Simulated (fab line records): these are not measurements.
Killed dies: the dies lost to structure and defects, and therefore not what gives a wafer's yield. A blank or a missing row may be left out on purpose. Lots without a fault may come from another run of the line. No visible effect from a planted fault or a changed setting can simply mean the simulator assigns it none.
8D (eight disciplines) problem report, filled in by code -- flow nand-harc -- the parts of the form that need people (team, actions taken, sign-off) are left out

== 1. THE PROBLEM ==
killed-at-array at NHARC_END_SORT_01 reads a mean of 116 on 6 wafers of 2 lots; wafers without a fault read 29 with a standard deviation of 10. Relative to the usual mean, that is a shift of +8.7 standard deviations.
First seen on wafer L909.1, day 23 12:39, on prober-02. Wafers with a number at this step in the record: 6, from 2 lots. The rule behind "out" and "out of limits": a value lying over 4 standard deviations away from the usual mean. The other wafers with a number count as sound.

== 2. WHAT IT IS; WHAT IT IS NOT ==
question,is,is not
which readings at this step,"killed-at-array, killed-dies","killed-at-other, killed-open"
which lots,"L909, L913",-
which wafers of those lots,all that have a number,-
read on which gauges,prober-02,-
when,from day 23 12:39,up to then (0 sound wafers)

== 3. WHAT RULES OUT EACH SUSPECT ==
Counting: a tool at a process step up to the reading stays a suspect if it ran every lot that is out and no sound lot after the first of them.
- the gauge at NHARC_END_SORT_01: kept. All the wafers that are out were read on prober-02, and no step on other tools shows them out.
- har-cap-etch-02 at NHARC_A_CONTACT_ETCH_129 (etches the open film in C4F8/O2/Ar, time 155 s, target depth 956 nm): kept. It ran every lot that is out, first L909 (day 20 13:15), and no sound lot after that.
- pvd-sputter-02 at NHARC_THIN_TSV_PRE_CLEAN_54 (time 30 s): kept. It ran every lot that is out, first L909 (day 23 02:41), and no sound lot after that.
The count leaves har-cap-etch-02 at NHARC_A_CONTACT_ETCH_129, pvd-sputter-02 at NHARC_THIN_TSV_PRE_CLEAN_54, and prober-02 at NHARC_END_SORT_01.

== 4. THE CAUSE (what the simulator had put in) ==
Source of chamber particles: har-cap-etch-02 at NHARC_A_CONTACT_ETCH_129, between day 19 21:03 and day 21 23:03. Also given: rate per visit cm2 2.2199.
After counting, 3 suspects remain, this tool included.

== 5. THE EFFECT CHAIN, in route order ==
Each row: a reading where the mean over the struck wafers with a number is more than 3 standard deviations away from the usual. Scope: only readings with a usual standard deviation given in the record; hours: median across lots of the time from each lot's start at the first step in this table that gives one to its start at this step; sigmas: change in usual standard deviations.
hours,step,reading,usual,on struck wafers,change,sigmas
0,NHARC_END_SORT_01,killed-at-array,29,116,+87,+8.7
0,NHARC_END_SORT_01,killed-dies,33,121,+88,+8.0

== 6. HOW IT WOULD HAVE BEEN CAUGHT EARLIER ==
In this record the first reading out of limits at a measuring or inspecting step was taken at day 23 12:39, 88 hours after the fault began at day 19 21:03.
The start of NHARC_A_CONTACT_ETCH_129 on har-cap-etch-02 came by day 23 12:39 for every one of the lots that are out (2). Tool hold at that time: it would have spared none of them.
